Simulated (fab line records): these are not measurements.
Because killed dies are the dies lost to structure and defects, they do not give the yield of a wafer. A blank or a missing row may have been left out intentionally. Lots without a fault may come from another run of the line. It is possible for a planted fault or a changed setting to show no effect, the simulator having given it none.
fab line records | flow nand-harc
[record] lots = 6 | wafers = 18 | last-day = 24
route steps=1159 shown A_SGD_CUT@767 A_SLIT@779 END@1159
lots with no fault: from the same line, run without faults
start-h: hours from the record's opening day to when the first of the lot's shown wafers began | wait-h: hours from the lot's prior step to this one | " the same as in the row above | L1.1+2: a single row standing in for several wafers | - value missing, or start not given | * or withheld: withheld | < > ~ a bound
route shown NAME@n: NAME is a module with steps in the file, n the number in the route of the first one | usual: the fault-free wafers' mean and standard deviation | same: alike in all rows | chamber/n: place in a boat | sites: readings site by site | _std_site: their standard deviation | _edge_site: the outer-site mean with the inner-site mean subtracted | radius-mm: how far each site lies from the wafer's centre | mask NAME#n: copy n | behind: the most recent tool/chamber to have shaped the wafer | hold: why the lot was held/for how many hours/how that ended | device: whichever transistor did not switch (one of n, p or np) | end of line: the route-end tests of the same wafers | where a step has no rows: the recipe by itself | killed: count of dies lost to structure and defects at first sort (not the wafer's yield) | map: dies across one wafer; x = killed, . = not, _ = none there
set.NAME: the setting that was run; set.NAME@STEP: the one run at that earlier step | model.NAME: the simulator's own value behind a step, which no gauge read
certain route steps with their lots: each step a table, each wafer a row
services: from which hour (start-h, from the record's first day; less than 0 if before it) a tool's chamber was out of use, for how many hours, and why
[[steps]]
[step NHARC_A_SGD_CUT_STRIP_17]
[recipe] o2-flow-sccm = 500 | ar-flow-sccm = 0 | bias-w = 0 | chemistry = O2
[usual] drypump-motor-current-A = 5.6/0.47 | oes-product-au = 1.001/0.0088 | rf-vpp-V = 57.4/0.88 | showerhead-plenum-p-Torr = 3.45/0.15 | throttle-valve-pct = 17.036/0.0099
lot.wafer | tool        | chamber | start-h | wait-h | drypump-motor-current-A | oes-product-au | rf-hours-counter-h | rf-vpp-V | showerhead-plenum-p-Torr | throttle-valve-pct
L129.3    | rie-diel-03 | 2       | -       | -      | 5.9                     | 0.997          | 6                  | 58.5     | 3.59                     | 17.032
L129.2    | "           | 0       | "       | "      | 6.1                     | 1.001          | 6                  | 58.9     | 3.66                     | 17.037
L129.5    | "           | 1       | "       | "      | 4.9                     | 0.991          | -                  | 56.9     | 3.29                     | 17.040
L133.2    | rie-diel-13 | 2       | -       | -      | 6.0                     | 1.010          | 6                  | 57.8     | 3.37                     | 17.040
L133.3    | "           | 3       | "       | "      | 5.2                     | 0.992          | 6                  | 56.4     | 3.42                     | 17.020
L133.1    | "           | 0       | "       | "      | 6.3                     | 0.991          | 6                  | 59.6     | 3.61                     | 17.056
L142.3    | rie-diel-03 | 0       | -       | -      | 6.1                     | 1.004          | 11                 | 55.1     | 3.65                     | 17.047
L142.6    | "           | 0       | "       | "      | 6.1                     | 1.006          | -                  | 57.1     | 3.65                     | 17.024
L142.5    | "           | 1       | "       | "      | 4.9                     | 1.013          | -                  | 56.6     | 3.29                     | 17.044
L141.1    | rie-diel-03 | 3       | -       | -      | 5.6                     | 0.997          | 12                 | 56.9     | 3.44                     | 17.020
L141.4    | "           | 1       | "       | "      | 4.8                     | 1.007          | 11                 | 56.6     | 3.29                     | 17.037
L141.3    | "           | 2       | "       | "      | 5.9                     | 0.999          | 10                 | 57.5     | 3.59                     | 17.047
L146.1    | rie-diel-13 | 0       | -       | -      | 6.3                     | 1.003          | 13                 | 57.8     | 3.60                     | 17.034
L146.4    | "           | 1       | "       | "      | 5.1                     | 1.009          | 13                 | 57.3     | 3.38                     | 17.042
L146.2    | "           | 3       | "       | "      | 5.2                     | 0.992          | 13                 | 57.8     | 3.42                     | 17.018
L149.3    | rie-diel-03 | 0       | -       | -      | 6.1                     | 1.020          | 3                  | 59.7     | 3.65                     | 17.036
L149.4    | "           | 3       | "       | "      | 5.6                     | 0.992          | 3                  | 58.3     | 3.44                     | 17.035
L149.6    | "           | 0       | "       | "      | 6.1                     | 1.006          | -                  | 57.5     | 3.65                     | 17.042
[step NHARC_A_SGD_CUT_PRECLEAN_18]
[recipe] time-s = * | temp-c = 50 | bath-age-min = 0 | chemistry = SC1
[step NHARC_A_SGD_CUT_SRD_19]
[step NHARC_A_SGD_CUT_DEP_20]
[recipe] target-thk-a = 1500 | temp-c = 65 | material = SiO2
[step NHARC_A_SGD_CUT_ANNEAL_27]
[recipe] temp-c = 450 | time-s = 1800
[step NHARC_A_SGD_CUT_CMP_21]
[recipe] target-thk-nm = 148.19
[usual] motor-current-A = 11.8/1.2 | retaining-ring-pressure-frac = 1.000/0.0049 | time-to-endpoint-s = 52/3.7
lot.wafer | tool   | chamber | start-h | wait-h | motor-current-A | retaining-ring-pressure-frac | time-to-endpoint-s
L129.2    | cmp-01 | 3       | 311.59  | 0.4    | 11.2            | 0.999                        | 56
L129.3    | "      | 0       | "       | "      | 12.8            | 1.001                        | 53
L129.5    | "      | 2       | "       | "      | 9.5             | 0.998                        | 52
L133.1    | cmp-04 | 3       | 346.89  | 0.4    | 12.4            | 1.002                        | 48
L133.2    | "      | 0       | "       | "      | 10.9            | 1.002                        | 47
L133.3    | "      | 1       | "       | "      | 11.4            | 0.996                        | 47
L142.3    | cmp-01 | 3       | 391.05  | 0.4    | 11.5            | 1.002                        | 61
L142.5    | "      | 3       | "       | "      | 11.4            | 0.997                        | 60
L142.6    | "      | 0       | "       | "      | 13.4            | 1.007                        | 56
L141.3    | cmp-04 | 0       | 391.20  | 0.5    | 11.1            | 1.004                        | 53
L141.1    | "      | 1       | "       | "      | 11.3            | 1.003                        | 50
L141.4    | "      | 2       | "       | "      | 11.2            | 1.004                        | 56
L146.2    | cmp-04 | 3       | 413.83  | 0.4    | 12.6            | 1.000                        | 47
L146.1    | "      | 0       | "       | "      | 11.4            | 0.993                        | 48
L146.4    | "      | 1       | "       | "      | 11.1            | 0.997                        | 45
L149.4    | cmp-04 | 0       | 442.91  | 0.5    | 11.6            | 1.000                        | 50
L149.3    | "      | 2       | "       | "      | 10.9            | 1.002                        | 53
L149.6    | "      | 0       | "       | "      | 10.9            | 0.997                        | 50
[step NHARC_A_SGD_CUT_THK_MEAS_22]
[recipe] thk-meas-gauge = ellipsometry
[usual] thk-nm = 148.2/1.6
lot.wafer | tool          | chamber | start-h | wait-h | thk-nm
L129.2    | film-metro-02 | -       | 311.80  | 0.2    | 150.6
L129.3    | "             | -       | "       | "      | 149.1
L129.5    | "             | -       | "       | "      | 148.0
L133.1    | film-metro-02 | -       | 347.12  | 0.2    | 147.4
L133.2    | "             | -       | "       | "      | 146.4
L133.3    | "             | -       | "       | "      | 145.3
L142.3    | film-metro-02 | -       | 391.31  | 0.2    | 151.1
L142.5    | "             | -       | "       | "      | 150.3
L142.6    | "             | -       | "       | "      | 150.0
L141.1    | film-metro-01 | -       | 391.45  | 0.2    | 146.2
L141.3    | "             | -       | "       | "      | 147.7
L141.4    | "             | -       | "       | "      | 148.6
L146.1    | film-metro-01 | -       | 414.08  | 0.2    | 149.1
L146.2    | "             | -       | "       | "      | 149.4
L146.4    | "             | -       | "       | "      | 147.4
L149.3    | film-metro-02 | -       | 443.15  | 0.2    | 149.8
L149.4    | "             | -       | "       | "      | 148.1
L149.6    | "             | -       | "       | "      | 147.2
[step NHARC_A_SGD_CUT_SRD_23]
[step NHARC_A_SGD_CUT_ETCH_26]
[recipe] target-depth-a = 458 | chemistry = dHF | material = SiO2
[step NHARC_A_SGD_CUT_ETCHBACK_24]
[recipe] target-depth-a = 500 | over-etch-frac = 0.3 | time-s = 92.857 | ion-energy-ev = 120 | ch3f-flow-sccm = 50 | o2-flow-sccm = 30 | ar-flow-sccm = 200 | rf-w = 500 | bias-w = 100 | chemistry = CH3F/O2
[usual] ch3f-flow-sccm = 50.02/0.16 | drypump-motor-current-A = 5.6/0.46 | oes-product-au = 0.97/0.035 | rf-vpp-V = 243.4/1.7 | showerhead-plenum-p-Torr = 2.39/0.11 | throttle-valve-pct = 20.663/0.009
[same] time-s = 92.857
lot.wafer | tool        | chamber | start-h | wait-h | ch3f-flow-sccm | drypump-motor-current-A | oes-product-au | rf-hours-counter-h | rf-vpp-V | showerhead-plenum-p-Torr | throttle-valve-pct
L129.3    | rie-diel-02 | 1       | 312.07  | 0.2    | 49.97          | 5.9                     | 1.00           | 15                 | 242.9    | 2.32                     | 20.661
L129.2    | "           | 0       | "       | "      | 50.15          | 5.1                     | 1.00           | 16                 | 246.2    | 2.63                     | 20.665
L129.5    | "           | 1       | "       | "      | 49.89          | 5.9                     | 1.00           | -                  | 242.7    | 2.32                     | 20.649
L133.1    | rie-diel-13 | 0       | 347.34  | 0.1    | 49.91          | 6.3                     | 0.92           | 7                  | 244.8    | 2.52                     | 20.654
L133.3    | "           | 1       | "       | "      | 50.12          | 5.1                     | 0.94           | 7                  | 244.8    | 2.36                     | 20.659
L133.2    | "           | 3       | "       | "      | 50.10          | 5.2                     | 0.91           | 7                  | 242.0    | 2.38                     | 20.674
L142.3    | rie-diel-03 | 1       | 391.54  | 0.2    | 49.93          | 4.9                     | 0.94           | 11                 | 242.6    | 2.29                     | 20.685
L142.5    | "           | 0       | "       | "      | 50.23          | 6.1                     | 0.93           | -                  | 245.4    | 2.55                     | 20.663
L142.6    | "           | 1       | "       | "      | 49.93          | 4.9                     | 0.94           | -                  | 242.8    | 2.29                     | 20.658
L141.3    | rie-diel-13 | 2       | 391.67  | 0.1    | 49.90          | 6.1                     | 1.00           | 11                 | 242.9    | 2.34                     | 20.662
L141.1    | "           | 3       | "       | "      | 50.09          | 5.2                     | 1.00           | 11                 | 242.5    | 2.38                     | 20.648
L141.4    | "           | 1       | "       | "      | 49.88          | 5.1                     | 1.01           | 11                 | 243.0    | 2.36                     | 20.661
L146.1    | rie-diel-02 | 2       | 414.31  | 0.1    | 50.12          | 5.5                     | 0.95           | 9                  | 242.9    | 2.30                     | 20.672
L146.4    | "           | 0       | "       | "      | 49.88          | 5.1                     | 0.96           | 7                  | 247.7    | 2.63                     | 20.663
L146.2    | "           | 1       | "       | "      | 50.06          | 5.9                     | 0.94           | 8                  | 242.9    | 2.31                     | 20.676
L149.3    | rie-diel-02 | 2       | 443.37  | 0.1    | 50.19          | 5.5                     | 1.00           | 11                 | 241.3    | 2.30                     | 20.670
L149.4    | "           | 3       | "       | "      | 50.04          | 5.1                     | 1.01           | 11                 | 243.3    | 2.29                     | 20.661
L149.6    | "           | 3       | "       | "      | 50.08          | 5.1                     | 1.00           | -                  | 241.7    | 2.29                     | 20.660
[step NHARC_A_SGD_CUT_STRIP_28]
[recipe] time-s = 20 | o2-flow-sccm = 500 | ar-flow-sccm = 0 | bias-w = 0 | chemistry = O2
[usual] drypump-motor-current-A = 5.5/0.46 | oes-product-au = 1.003/0.0084 | rf-vpp-V = 57.6/0.9 | showerhead-plenum-p-Torr = 3.44/0.15 | throttle-valve-pct = 17.036/0.0089
[same] time-s = 20
lot.wafer | tool        | chamber | start-h | wait-h | drypump-motor-current-A | oes-product-au | rf-hours-counter-h | rf-vpp-V | showerhead-plenum-p-Torr | throttle-valve-pct
L129.3    | rie-diel-02 | 2       | -       | -      | 5.5                     | 0.995          | 15                 | 57.9     | 3.31                     | 17.043
L129.2    | "           | 3       | "       | "      | 5.1                     | 0.994          | 16                 | 56.1     | 3.30                     | 17.024
L129.5    | "           | 3       | "       | "      | 5.1                     | 0.991          | -                  | 58.2     | 3.30                     | 17.028
L133.3    | rie-diel-13 | 3       | -       | -      | 5.2                     | 0.992          | 7                  | 56.2     | 3.42                     | 17.040
L133.1    | "           | 1       | "       | "      | 5.1                     | 1.012          | 7                  | 58.1     | 3.39                     | 17.046
L133.2    | "           | 2       | "       | "      | 6.1                     | 1.001          | 7                  | 58.1     | 3.37                     | 17.030
L142.3    | rie-diel-03 | 0       | -       | -      | 6.1                     | 1.014          | 12                 | 57.2     | 3.65                     | 17.048
L142.5    | "           | 1       | "       | "      | 4.8                     | 1.000          | -                  | 58.1     | 3.29                     | 17.032
L142.6    | "           | 2       | "       | "      | 5.9                     | 0.999          | -                  | 57.1     | 3.59                     | 17.031
L141.1    | rie-diel-13 | 0       | -       | -      | 6.3                     | 1.012          | 11                 | 57.0     | 3.61                     | 17.049
L141.4    | "           | 1       | "       | "      | 5.1                     | 1.006          | 11                 | 57.6     | 3.39                     | 17.037
L141.3    | "           | 2       | "       | "      | 6.1                     | 0.998          | 11                 | 60.0     | 3.37                     | 17.050
L146.2    | rie-diel-02 | 3       | -       | -      | 5.1                     | 0.994          | 8                  | 56.7     | 3.30                     | 17.029
L146.4    | "           | 0       | "       | "      | 5.1                     | 1.006          | 7                  | 58.6     | 3.76                     | 17.021
L146.1    | "           | 2       | "       | "      | 5.5                     | 1.006          | 9                  | 57.9     | 3.31                     | 17.044
L149.3    | rie-diel-02 | 2       | -       | -      | 5.5                     | 1.014          | 11                 | 56.2     | 3.31                     | 17.057
L149.4    | "           | 3       | "       | "      | 5.1                     | 1.009          | 11                 | 58.5     | 3.30                     | 17.033
L149.6    | "           | 2       | "       | "      | 5.5                     | 1.003          | -                  | 57.1     | 3.31                     | 17.042
[step NHARC_A_SGD_CUT_INSPECT_25]
[usual] raw-defect-count = 311/76
lot.wafer | tool              | chamber | start-h | wait-h | raw-defect-count
L129.2    | defect-inspect-01 | -       | 312.32  | -      | 252
L129.3    | "                 | -       | "       | "      | 328
L129.5    | "                 | -       | "       | "      | 292
L133.1    | defect-inspect-02 | -       | 347.58  | -      | 243
L133.2    | "                 | -       | "       | "      | 357
L133.3    | "                 | -       | "       | "      | 277
L142.3    | defect-inspect-02 | -       | 391.77  | -      | 209
L142.5    | "                 | -       | "       | "      | 226
L142.6    | "                 | -       | "       | "      | 222
L141.1    | defect-inspect-02 | -       | 391.92  | -      | 227
L141.3    | "                 | -       | "       | "      | 427
L141.4    | "                 | -       | "       | "      | 366
L146.1    | defect-inspect-01 | -       | 414.55  | -      | 563
L146.2    | "                 | -       | "       | "      | 320
L146.4    | "                 | -       | "       | "      | 378
L149.3    | defect-inspect-01 | -       | 443.61  | -      | 394
L149.4    | "                 | -       | "       | "      | 419
L149.6    | "                 | -       | "       | "      | 344
[step NHARC_A_SLIT_DEP_25]
[recipe] target-thk-a = 2000 | temp-c = 400 | pressure-torr = 6.5 | rf-w = 900 | teos-flow-sccm = 161.4 | flow-sccm = 2650 | target-thk-nm = 200 | gas = O2 | material = SiO2
[usual] heater-power-w = 531/82 | rf-fwd-power-W = 897/3 | throttle-valve-pct = 15.8/0.43
lot.wafer | tool     | chamber | start-h | wait-h | heater-power-w | rf-fwd-power-W | throttle-valve-pct
L129.3    | pecvd-02 | 0       | 312.54  | 0.2    | 437            | 893            | 16.7
L129.2    | "        | 2       | "       | "      | 630            | 897            | 15.8
L129.5    | "        | 2       | "       | "      | 626            | 896            | 16.0
L133.2    | pecvd-03 | 2       | 347.65  | 0.1    | 523            | 894            | 15.3
L133.1    | "        | 0       | "       | "      | 438            | 902            | 15.5
L133.3    | "        | 1       | "       | "      | 681            | 895            | 16.0
L142.3    | pecvd-03 | 2       | 391.84  | 0.1    | 520            | 757            | 15.9
L142.5    | "        | 0       | "       | "      | 523            | 750            | 15.3
L142.6    | "        | 1       | "       | "      | 581            | 754            | 15.8
L141.1    | pecvd-03 | 2       | 392.07  | 0.1    | 523            | 752            | 15.3
L141.3    | "        | 1       | "       | "      | 750            | 755            | 15.8
L141.4    | "        | 0       | "       | "      | 625            | 754            | 15.4
L146.2    | pecvd-02 | 2       | 414.62  | 0.1    | 625            | 897            | 15.4
L146.1    | "        | 0       | "       | "      | 506            | 896            | 16.3
L146.4    | "        | 2       | "       | "      | 627            | 889            | 15.5
L149.3    | pecvd-04 | 0       | 443.87  | 0.3    | 694            | 897            | 15.6
L149.6    | "        | 0       | "       | "      | 534            | 895            | 15.1
L149.4    | "        | 1       | "       | "      | 559            | 893            | 15.4
[step NHARC_A_SLIT_DEP_00]
[recipe] target-thk-a = 32000 | temp-c = 400 | material = aC
[usual] throttle-valve-pct = 35.000/0.0093
lot.wafer | tool       | chamber | start-h | wait-h | throttle-valve-pct
L129.2    | acl-dep-03 | 0       | 313.71  | -      | 34.995
L129.3    | "          | 0       | "       | "      | 35.000
L129.5    | "          | 0       | "       | "      | 34.992
L133.1    | acl-dep-03 | 0       | 347.99  | -      | 35.017
L133.2    | "          | 0       | "       | "      | 35.005
L133.3    | "          | 0       | "       | "      | 34.989
L141.1    | acl-dep-02 | 0       | 392.77  | -      | 35.001
L141.3    | "          | 0       | "       | "      | 34.990
L141.4    | "          | 0       | "       | "      | 35.002
L142.3    | acl-dep-01 | 0       | 392.82  | -      | 34.998
L142.5    | "          | 0       | "       | "      | 34.994
L142.6    | "          | 0       | "       | "      | 35.001
L146.1    | acl-dep-03 | 0       | 418.61  | -      | 34.984
L146.2    | "          | 0       | "       | "      | 34.997
L146.4    | "          | 0       | "       | "      | 34.984
L149.3    | acl-dep-03 | 0       | 446.49  | -      | 35.015
L149.4    | "          | 0       | "       | "      | 35.015
L149.6    | "          | 0       | "       | "      | 35.001
[step NHARC_END_SORT_01]
[recipe] temp-c = 25
[usual] killed-at-array = 29/13 | killed-at-other = 0.7/1 | killed-at-periphery = 3.2/2.3 | killed-dies = 33/13 | killed-open = 3.3/1.7 | killed-short = 2.0/1.5
[same] gross-dies = 677
lot.wafer | tool      | chamber | start-h | wait-h | killed-at-array | killed-at-other | killed-at-periphery | killed-dies | killed-open | killed-short
L129.2    | prober-02 | 0       | 439.04  | 2.8    | 17              | 0               | 3                   | 20          | 2           | 1
L129.3    | prober-02 | 0       | 439.84  | 3.1    | 14              | 0               | 5                   | 19          | 4           | 3
L129.5    | prober-02 | 0       | 441.44  | 3.7    | 25              | 0               | 2                   | 27          | 6           | 1
L142.3    | prober-02 | 0       | 515.02  | 3.1    | 17              | 0               | 3                   | 20          | 4           | 0
L142.5    | prober-02 | 0       | 516.61  | 3.7    | 21              | 0               | 4                   | 25          | 3           | 2
L142.6    | prober-02 | 0       | 517.41  | 4.0    | 17              | 1               | 6                   | 24          | 4           | 3
L141.1    | prober-02 | 0       | 521.13  | 2.4    | 29              | 0               | 0                   | 29          | 1           | 0
L141.3    | prober-02 | 0       | 522.74  | 3.1    | 29              | 0               | 1                   | 30          | 0           | 1
L141.4    | prober-02 | 0       | 523.55  | 3.4    | 20              | 0               | 2                   | 22          | 1           | 2
// killed by level:class
L129.2 A_SLIT:chamber-film-flake=7 A_STAIRCASE:chamber-film-flake=4 A_CHANNEL_HOLE_D1:chamber-film-flake=2 A_CONTACT:chamber-film-flake=2 P_STI:geometric-particle:open=1 P_M0:geometric-particle:short=1 A_CHANNEL_FILL_D1:geometric-particle:open=1 P_STI:chamber-film-flake=1
L129.3 A_SLIT:chamber-film-flake=5 P_CONTACT:geometric-particle:open=2 A_STAIRCASE:chamber-film-flake=2 A_CONTACT:chamber-film-flake=2 P_STI:geometric-particle:short=1 P_M1:geometric-particle:open=1 A_ONON_D1:geometric-particle:short=1 A_CHANNEL_FILL_D1:geometric-particle:short=1
L129.5 A_SLIT:chamber-film-flake=9 A_STAIRCASE:chamber-film-flake=4 A_CHANNEL_FILL_D1:geometric-particle:open=3 A_CHANNEL_HOLE_D1:chamber-film-flake=3 A_CONTACT:chamber-film-flake=2 P_STI:chamber-film-flake=1 P_M0:geometric-particle:open=1 A_ONON_D1:geometric-particle:open=1
L142.3 A_CHANNEL_HOLE_D1:chamber-film-flake=6 A_CONTACT:geometric-particle:open=2 P_GATE:chamber-film-flake=2 A_ZERO_WELL:chamber-film-flake=2 A_BLC:chamber-film-flake=2 A_M0:geometric-particle:open=1 A_M1:geometric-particle:open=1 P_STI:chamber-film-flake=1
L142.5 A_CHANNEL_HOLE_D1:chamber-film-flake=10 A_BLC:chamber-film-flake=4 A_CONTACT:geometric-particle:open=3 A_WL_FILL:chamber-film-flake=2 P_STI:geometric-particle:short=1 A_M0:geometric-particle:short=1 P_STI:chamber-film-flake=1 P_GATE:chamber-film-flake=1
L142.6 A_BLC:chamber-film-flake=4 P_STI:chamber-film-flake=3 A_WL_FILL:chamber-film-flake=3 A_CONTACT:chamber-film-flake=3 A_STAIRCASE:chamber-film-flake=2 P_GATE:geometric-particle:open=1 P_M0:geometric-particle:short=1 A_ONON_D1:geometric-particle:open=1
L141.1 A_CHANNEL_HOLE_D1:chamber-film-flake=21 A_CONTACT:chamber-film-flake=6 A_M1:geometric-particle:open=1 A_STAIRCASE:chamber-film-flake=1
L141.3 A_CHANNEL_HOLE_D1:chamber-film-flake=21 A_CONTACT:chamber-film-flake=7 A_CHANNEL_FILL_D1:geometric-particle:short=1 P_M1:chamber-film-flake=1
L141.4 A_CHANNEL_HOLE_D1:chamber-film-flake=13 A_STAIRCASE:chamber-film-flake=2 A_CONTACT:chamber-film-flake=2 P_GATE:geometric-particle:short=1 A_CONTACT:geometric-particle:short=1 A_CONTACT:geometric-particle:open=1 P_STI:chamber-film-flake=1 A_BONDPAD:chamber-film-flake=1
[[services]]
tool        | chamber | start-h | hours | kind
pecvd-03    | -       | 292.26  | 13.0  | pm
cmp-01      | -       | 296.99  | 1.3   | repair
cmp-04      | -       | 301.21  | 4.0   | pm
rie-diel-13 | 1       | 302.62  | 2.0   | repair
cmp-01      | -       | 305.39  | 2.3   | repair
cmp-04      | -       | 306.33  | 0.4   | repair
rie-diel-02 | 3       | 314.03  | 4.5   | repair
cmp-01      | -       | 321.40  | 0.8   | repair
rie-diel-02 | -       | 327.70  | 9.0   | pm
rie-diel-03 | 2       | 334.36  | 13.8  | repair
cmp-04      | -       | 335.23  | 1.3   | repair
rie-diel-03 | 3       | 355.05  | 4.6   | repair
cmp-04      | -       | 361.03  | 1.7   | repair
cmp-04      | -       | 372.68  | 1.2   | repair
cmp-04      | -       | 379.88  | 1.7   | repair
rie-diel-03 | -       | 392.30  | 9.0   | pm
cmp-04      | -       | 399.21  | 4.0   | pm
acl-dep-03  | -       | 405.61  | 13.0  | pm
rie-diel-03 | -       | 408.10  | 0.9   | repair
rie-diel-13 | 1       | 414.47  | 6.7   | repair
rie-diel-13 | 0       | 422.73  | 16.6  | repair
rie-diel-13 | 3       | 424.97  | 9.9   | repair
rie-diel-13 | 3       | 436.00  | 10.3  | repair
rie-diel-03 | 2       | 443.81  | 3.2   | repair
[[key]]
[first-sign] step = NHARC_A_SLIT_DEP_25 | reading = rf-fwd-power-W | direction = down | sigmas = 47 | usual = * | struck = *
effect none on later readings
met-at NHARC_A_SLIT_DEP_25
struck-wafers L141.1,L141.3,L141.4,L142.3,L142.5,L142.6
tester-left-out L141,L142
onset-between 347.65 391.84
[fault] kind = process-parameter-drift | tool = pecvd-03 | chamber = - | onset-h = 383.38 | steps = NHARC_A_SLIT_DEP_25 | channel = rf-w | offset = * | shape = step | end-h = 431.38 | acts-in = * | stated = *
// tester-left-out: of these lots the tester's yield and bins aren't shown, on N5 and GAA mostly nor the transistor test; their killed dies are dies lost to structure and defects alone, not to doping, threshold or leakage, so they don't give the yield
